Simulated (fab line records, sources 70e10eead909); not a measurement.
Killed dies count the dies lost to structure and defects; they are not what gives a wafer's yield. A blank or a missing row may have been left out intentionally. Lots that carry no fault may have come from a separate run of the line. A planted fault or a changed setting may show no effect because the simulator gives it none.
Which tool is to blame? / flow nand harc / 12 lots, 36 wafers sampled, at 5 steps of a route of 1302

WHAT THE GAUGES SHOWED, per wafer
NHARC_END_SORT_01. Usual: killed at array 44, standard deviation 16; killed at other 0.6, standard deviation 1.1; killed at periphery 3.9, standard deviation 2.6; killed dies 48, standard deviation 16; killed open 3.1, standard deviation 1.9; killed short 2.4, standard deviation 1.8.
lot=L466; measured=day 31 01:42; on=prober-01; killed at array=629 70 69; killed at other=1 0 0; killed at periphery=8 10 4; killed dies=638 80 73; killed open=0 2 5; killed short=2 4 2; flag=OFF
lot=L468; measured=day 31 23:45; on=prober-01; killed at array=42 625 38; killed at other=4 2 6; killed at periphery=10 11 14; killed dies=56 638 58; killed open=2 5 4; killed short=1 3 1; flag=OFF

WHICH TOOL RAN EACH LOT (tool, then ch and the chambers of the sampled wafers, then the start)
lot=L451; NHARC_A_STAIRCASE_STRIP_205=plasma asher-02 ch 0,1, day 16 08:00; NHARC_A_STAIRCASE_ETCH_232=rie diel-10 ch 0,1, day 16 11:35 or earlier; NHARC_A_STAIRCASE_ETCH_234=rie diel-10 ch 0,1,2, day 16 11:35; NHARC_A_STAIRCASE_STRIP_238=plasma asher-02 ch 0,1, day 16 12:02
lot=L455; NHARC_A_STAIRCASE_STRIP_205=plasma asher-02 ch 0,1, day 17 14:53; NHARC_A_STAIRCASE_ETCH_232=rie diel-10 ch 0,1,2, day 17 18:17 or earlier; NHARC_A_STAIRCASE_ETCH_234=rie diel-10 ch 0,1,3, day 17 18:17; NHARC_A_STAIRCASE_STRIP_238=plasma asher-01 ch 0,1, day 17 18:42
lot=L456; NHARC_A_STAIRCASE_STRIP_205=plasma asher-01 ch 0,1, day 18 06:54; NHARC_A_STAIRCASE_ETCH_232=rie diel-10 ch 0,1, day 18 09:55 or earlier; NHARC_A_STAIRCASE_ETCH_234=rie diel-10 ch 0,1,2, day 18 09:55; NHARC_A_STAIRCASE_STRIP_238=plasma asher-02 ch 0,1, day 18 10:25
lot=L458; NHARC_A_STAIRCASE_STRIP_205=plasma asher-01 ch 0,1, day 18 17:13; NHARC_A_STAIRCASE_ETCH_232=rie diel-04 ch 0,1,2, day 18 20:45 or earlier; NHARC_A_STAIRCASE_ETCH_234=rie diel-04 ch 0,2,3, day 18 20:45; NHARC_A_STAIRCASE_STRIP_238=plasma asher-01 ch 0,1, day 18 21:10
lot=L459; NHARC_A_STAIRCASE_STRIP_205=plasma asher-01 ch 0,1, day 19 16:32; NHARC_A_STAIRCASE_ETCH_232=rie diel-04 ch 1,2,3, day 19 19:56 or earlier; NHARC_A_STAIRCASE_ETCH_234=rie diel-04 ch 0,1,3, day 19 19:56; NHARC_A_STAIRCASE_STRIP_238=plasma asher-01 ch 0,1, day 19 20:21
lot=L460; NHARC_A_STAIRCASE_STRIP_205=plasma asher-02 ch 0,1, day 19 23:09; NHARC_A_STAIRCASE_ETCH_232=rie diel-07 ch 0,2,3, day 20 05:17 or earlier; NHARC_A_STAIRCASE_ETCH_234=rie diel-07 ch 1,3, day 20 05:17; NHARC_A_STAIRCASE_STRIP_238=plasma asher-01 ch 0,1, day 20 05:44
lot=L461; NHARC_A_STAIRCASE_STRIP_205=plasma asher-01 ch 0,1, day 20 14:17; NHARC_A_STAIRCASE_ETCH_232=rie diel-10 ch 0,2,3, day 20 17:32 or earlier; NHARC_A_STAIRCASE_ETCH_234=rie diel-10 ch 0,1,2, day 20 17:32; NHARC_A_STAIRCASE_STRIP_238=plasma asher-02 ch 0,1, day 20 17:56
lot=L462; NHARC_A_STAIRCASE_STRIP_205=plasma asher-01 ch 0,1, day 20 20:07; NHARC_A_STAIRCASE_ETCH_232=rie diel-04 ch 0,1,3, day 20 23:12 or earlier; NHARC_A_STAIRCASE_ETCH_234=rie diel-04 ch 1,2,3, day 20 23:12; NHARC_A_STAIRCASE_STRIP_238=plasma asher-02 ch 0,1, day 20 23:41
lot=L463; NHARC_A_STAIRCASE_STRIP_205=plasma asher-02 ch 0,1, day 21 15:48; NHARC_A_STAIRCASE_ETCH_232=rie diel-07 ch 0,3, day 21 19:03 or earlier; NHARC_A_STAIRCASE_ETCH_234=rie diel-07 ch 0,1,2, day 21 19:03; NHARC_A_STAIRCASE_STRIP_238=plasma asher-01 ch 0,1, day 21 19:34
lot=L466; NHARC_A_STAIRCASE_STRIP_205=plasma asher-02 ch 0,1, day 22 19:49; NHARC_A_STAIRCASE_ETCH_232=rie diel-07 ch 0,2,3, day 22 23:17 or earlier; NHARC_A_STAIRCASE_ETCH_234=rie diel-07 ch 1,2,3, day 22 23:17; NHARC_A_STAIRCASE_STRIP_238=plasma asher-02 ch 0,1, day 22 23:43
lot=L467; NHARC_A_STAIRCASE_STRIP_205=plasma asher-02 ch 0,1, day 23 06:29; NHARC_A_STAIRCASE_ETCH_232=rie diel-10 ch 0,1,3, day 23 12:32 or earlier; NHARC_A_STAIRCASE_ETCH_234=rie diel-10 ch 0,3, day 23 12:32; NHARC_A_STAIRCASE_STRIP_238=plasma asher-01 ch 0,1, day 23 13:05
lot=L468; NHARC_A_STAIRCASE_STRIP_205=plasma asher-01 ch 0, day 23 06:44; NHARC_A_STAIRCASE_ETCH_232=rie diel-07 ch 0,3, day 23 11:49 or earlier; NHARC_A_STAIRCASE_ETCH_234=rie diel-07 ch 0,1,3, day 23 11:49; NHARC_A_STAIRCASE_STRIP_238=plasma asher-02 ch 0,1, day 23 12:16
- NHARC_A_STAIRCASE_STRIP_205: strips in O2.
- NHARC_A_STAIRCASE_ETCH_232: etches the open film in C4F8/O2, target depth 100 nm, time 40.5 s.
- NHARC_A_STAIRCASE_ETCH_234: etches the open film in C4F8/O2, target depth 100 nm, time 40.5 s.
- NHARC_A_STAIRCASE_STRIP_238: strips in O2.

AS READ BY THE TOOLS THEMSELVES (means over the sampled wafers that have a number; for cases with no such wafer, the mark the record gives instead)
NHARC_A_STAIRCASE_STRIP_205. Usual: drypump motor current A 5.45 A, standard deviation 0.29; heater power w 310 W, standard deviation 21; temp c 250.00 C, standard deviation 0.18.
lot=L451; tool=plasma asher-02; drypump motor current A (A)=5.41; heater power w (W)=296; temp c (C)=249.86; flag=
lot=L455; tool=plasma asher-02; drypump motor current A (A)=5.41; heater power w (W)=297; temp c (C)=249.98; flag=
lot=L456; tool=plasma asher-01; drypump motor current A (A)=5.49; heater power w (W)=310; temp c (C)=249.89; flag=
lot=L458; tool=plasma asher-01; drypump motor current A (A)=5.61; heater power w (W)=326; temp c (C)=249.91; flag=
lot=L459; tool=plasma asher-01; drypump motor current A (A)=5.61; heater power w (W)=320; temp c (C)=250.06; flag=
lot=L460; tool=plasma asher-02; drypump motor current A (A)=5.40; heater power w (W)=292; temp c (C)=249.91; flag=
lot=L461; tool=plasma asher-01; drypump motor current A (A)=5.50; heater power w (W)=309; temp c (C)=250.03; flag=
lot=L462; tool=plasma asher-01; drypump motor current A (A)=5.61; heater power w (W)=319; temp c (C)=249.97; flag=
lot=L463; tool=plasma asher-02; drypump motor current A (A)=5.16; heater power w (W)=309; temp c (C)=249.98; flag=
lot=L466; tool=plasma asher-02; drypump motor current A (A)=5.40; heater power w (W)=292; temp c (C)=249.72; flag=
lot=L467; tool=plasma asher-02; drypump motor current A (A)=5.16; heater power w (W)=304; temp c (C)=250.16; flag=
lot=L468; tool=plasma asher-01; drypump motor current A (A)=5.38; heater power w (W)=295; temp c (C)=250.03; flag=

NHARC_A_STAIRCASE_ETCH_232. Usual: oes product au 0.944 a.u., standard deviation 0.01; rf fwd power W 592 W, standard deviation 3.4; rf vpp V 894 V, standard deviation 4.9.
lot=L451; tool=rie diel-10; oes product au (a.u.)=0.948; rf fwd power W (W)=594; rf vpp V (V)=895; flag=
lot=L455; tool=rie diel-10; oes product au (a.u.)=0.935; rf fwd power W (W)=592; rf vpp V (V)=891; flag=
lot=L456; tool=rie diel-10; oes product au (a.u.)=0.944; rf fwd power W (W)=590; rf vpp V (V)=895; flag=
lot=L458; tool=rie diel-04; oes product au (a.u.)=0.952; rf fwd power W (W)=593; rf vpp V (V)=896; flag=
lot=L459; tool=rie diel-04; oes product au (a.u.)=0.940; rf fwd power W (W)=595; rf vpp V (V)=893; flag=
lot=L460; tool=rie diel-07; oes product au (a.u.)=0.941; rf fwd power W (W)=588; rf vpp V (V)=896; flag=
lot=L461; tool=rie diel-10; oes product au (a.u.)=0.959; rf fwd power W (W)=594; rf vpp V (V)=892; flag=
lot=L462; tool=rie diel-04; oes product au (a.u.)=0.942; rf fwd power W (W)=591; rf vpp V (V)=897; flag=
lot=L463; tool=rie diel-07; oes product au (a.u.)=0.938; rf fwd power W (W)=588; rf vpp V (V)=894; flag=
lot=L466; tool=rie diel-07; oes product au (a.u.)=0.940; rf fwd power W (W)=587; rf vpp V (V)=895; flag=
lot=L467; tool=rie diel-10; oes product au (a.u.)=0.941; rf fwd power W (W)=594; rf vpp V (V)=893; flag=
lot=L468; tool=rie diel-07; oes product au (a.u.)=0.943; rf fwd power W (W)=588; rf vpp V (V)=898; flag=

NHARC_A_STAIRCASE_ETCH_234. Usual: oes product au 0.945 a.u., standard deviation 0.0095; rf fwd power W 592 W, standard deviation 3.5; rf vpp V 894 V, standard deviation 5.
lot=L451; tool=rie diel-10; oes product au (a.u.)=0.953; rf fwd power W (W)=594; rf vpp V (V)=892; flag=
lot=L455; tool=rie diel-10; oes product au (a.u.)=0.948; rf fwd power W (W)=592; rf vpp V (V)=893; flag=
lot=L456; tool=rie diel-10; oes product au (a.u.)=0.952; rf fwd power W (W)=593; rf vpp V (V)=893; flag=
lot=L458; tool=rie diel-04; oes product au (a.u.)=0.955; rf fwd power W (W)=592; rf vpp V (V)=899; flag=
lot=L459; tool=rie diel-04; oes product au (a.u.)=0.947; rf fwd power W (W)=592; rf vpp V (V)=898; flag=
lot=L460; tool=rie diel-07; oes product au (a.u.)=0.937; rf fwd power W (W)=592; rf vpp V (V)=892; flag=
lot=L461; tool=rie diel-10; oes product au (a.u.)=0.954; rf fwd power W (W)=594; rf vpp V (V)=892; flag=
lot=L462; tool=rie diel-04; oes product au (a.u.)=0.951; rf fwd power W (W)=594; rf vpp V (V)=893; flag=
lot=L463; tool=rie diel-07; oes product au (a.u.)=0.938; rf fwd power W (W)=589; rf vpp V (V)=897; flag=
lot=L466; tool=rie diel-07; oes product au (a.u.)=0.890; rf fwd power W (W)=591; rf vpp V (V)=892; flag=OFF
lot=L467; tool=rie diel-10; oes product au (a.u.)=0.939; rf fwd power W (W)=594; rf vpp V (V)=894; flag=
lot=L468; tool=rie diel-07; oes product au (a.u.)=0.895; rf fwd power W (W)=591; rf vpp V (V)=896; flag=OFF

NHARC_A_STAIRCASE_STRIP_238. Usual: drypump motor current A 5.4 A, standard deviation 0.32; heater power w 308 W, standard deviation 21; temp c 249.98 C, standard deviation 0.17.
lot=L451; tool=plasma asher-02; drypump motor current A (A)=5.4; heater power w (W)=297; temp c (C)=250.01; flag=
lot=L455; tool=plasma asher-01; drypump motor current A (A)=5.6; heater power w (W)=319; temp c (C)=250.04; flag=
lot=L456; tool=plasma asher-02; drypump motor current A (A)=5.4; heater power w (W)=298; temp c (C)=250.14; flag=
lot=L458; tool=plasma asher-01; drypump motor current A (A)=5.6; heater power w (W)=327; temp c (C)=250.05; flag=
lot=L459; tool=plasma asher-01; drypump motor current A (A)=5.6; heater power w (W)=325; temp c (C)=249.91; flag=
lot=L460; tool=plasma asher-01; drypump motor current A (A)=5.6; heater power w (W)=323; temp c (C)=249.90; flag=
lot=L461; tool=plasma asher-02; drypump motor current A (A)=5.1; heater power w (W)=309; temp c (C)=250.04; flag=
lot=L462; tool=plasma asher-02; drypump motor current A (A)=5.4; heater power w (W)=288; temp c (C)=249.99; flag=
lot=L463; tool=plasma asher-01; drypump motor current A (A)=5.6; heater power w (W)=323; temp c (C)=250.01; flag=
lot=L466; tool=plasma asher-02; drypump motor current A (A)=5.1; heater power w (W)=310; temp c (C)=249.83; flag=
lot=L467; tool=plasma asher-01; drypump motor current A (A)=5.5; heater power w (W)=312; temp c (C)=249.92; flag=
lot=L468; tool=plasma asher-02; drypump motor current A (A)=5.1; heater power w (W)=304; temp c (C)=250.09; flag=

THE ANSWER, worked out from the rows above alone
Rule: take the mean of a lot's wafers that have a number; if it is more than 3 standard deviations from the usual mean, the lot is off. A lot without any number at a reading at which 4 lots or more have one is off too. All remaining lots with rows at the step are treated as sound. First the gauges in route order, then the tools' own readings, where a lot's mean is used as printed above. The first step at which some lot is off is used, and at that step the reading that is off furthest; a lot without a number counts as furthest.
Off: L466, L468, at NHARC_END_SORT_01 (killed dies). Neither off nor sound, because the step has no rows for them: L451, L455, L456, L458, L459, L460, L461, L462, L463, L467.
A tool fits if, at a process step before that reading, it ran every lot that is off, and no sound lot after the first of them. Not tried: the gauges at NHARC_END_SORT_01; whatever is off there is also off at NHARC_A_STAIRCASE_ETCH_234, on other tools, and gauge error can't account for it. Because NHARC_A_STAIRCASE_ETCH_232 lacks a start for some lots, the hours and order of its lots are taken from NHARC_A_STAIRCASE_ETCH_234. Can't be told from this: 2 tools fit, rie diel-07 at NHARC_A_STAIRCASE_ETCH_232 and NHARC_A_STAIRCASE_ETCH_234, plasma asher-02 at NHARC_A_STAIRCASE_STRIP_238.

WHAT WAS PUT IN BY THE SIMULATOR
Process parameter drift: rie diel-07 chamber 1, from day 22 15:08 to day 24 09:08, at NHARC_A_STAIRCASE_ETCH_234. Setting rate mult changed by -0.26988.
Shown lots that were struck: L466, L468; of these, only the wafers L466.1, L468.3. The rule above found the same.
